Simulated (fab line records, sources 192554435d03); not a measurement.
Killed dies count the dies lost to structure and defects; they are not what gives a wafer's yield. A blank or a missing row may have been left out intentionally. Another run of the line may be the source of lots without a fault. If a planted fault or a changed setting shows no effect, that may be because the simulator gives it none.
Matching of chambers | flow n5_finfet | uv_cure-01 running N5_BEOL_M9_CURE_71: 3 sister chambers
The step cures SiCOH lowk, time 240 s. 3 wafers are shown with their chamber, then 11 later ones without.

== WAFERS, EACH WITH ITS CHAMBER ==
wafer  | chamber | wafer_temp_C_max
L087.5 | 1       | 386.4
L090.5 | 0       | 388.6
L089.1 | 2       | 387.1

== WAFERS WITH NO CHAMBER GIVEN ==
wafer  | wafer_temp_C_max
L089.2 | 386.9
L089.6 | 386.8
L094.1 | 386.4
L094.2 | 386.7
L094.4 | 386.2
L093.1 | 386.2
L093.2 | 386.7
L093.5 | 386.5
L095.1 | 387.2
L095.3 | 387.0
L095.6 | 386.6

== WHICH CHAMBER EACH WENT THROUGH ==
wafer  | from the rows above     | in truth
L089.2 | can't be placed: 2 or 1 | 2
L089.6 | can't be placed: 2 or 1 | 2
L094.1 | 1                       | 1
L094.2 | can't be placed: 1 or 2 | 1
L094.4 | 1                       | 1
L093.1 | 1                       | 1
L093.2 | can't be placed: 1 or 2 | 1
L093.5 | 1                       | 1
L095.1 | 2                       | 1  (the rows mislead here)
L095.3 | 2                       | 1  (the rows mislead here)
L095.6 | can't be placed: 1 or 2 | 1
Placed correctly: 4 of 11. Not placeable from these rows: 5 (in 5, the candidates include the true chamber). Wrongly placed: 2.
How it was worked out, from the rows above alone: a wafer's distance from a chamber is the root of the sum, over the readings, of the square of ((its reading less the chamber's mean) divided by the reading's scatter). If the next closest chamber is less than 2 further off than the closest, the wafer can't be placed; otherwise it belongs to the closest. Each chamber's mean is taken over the wafers shown for it. The scatter (one wafer shown for each chamber): square how far every hidden wafer sits from the nearest shown wafer, average those squares and take the square root.
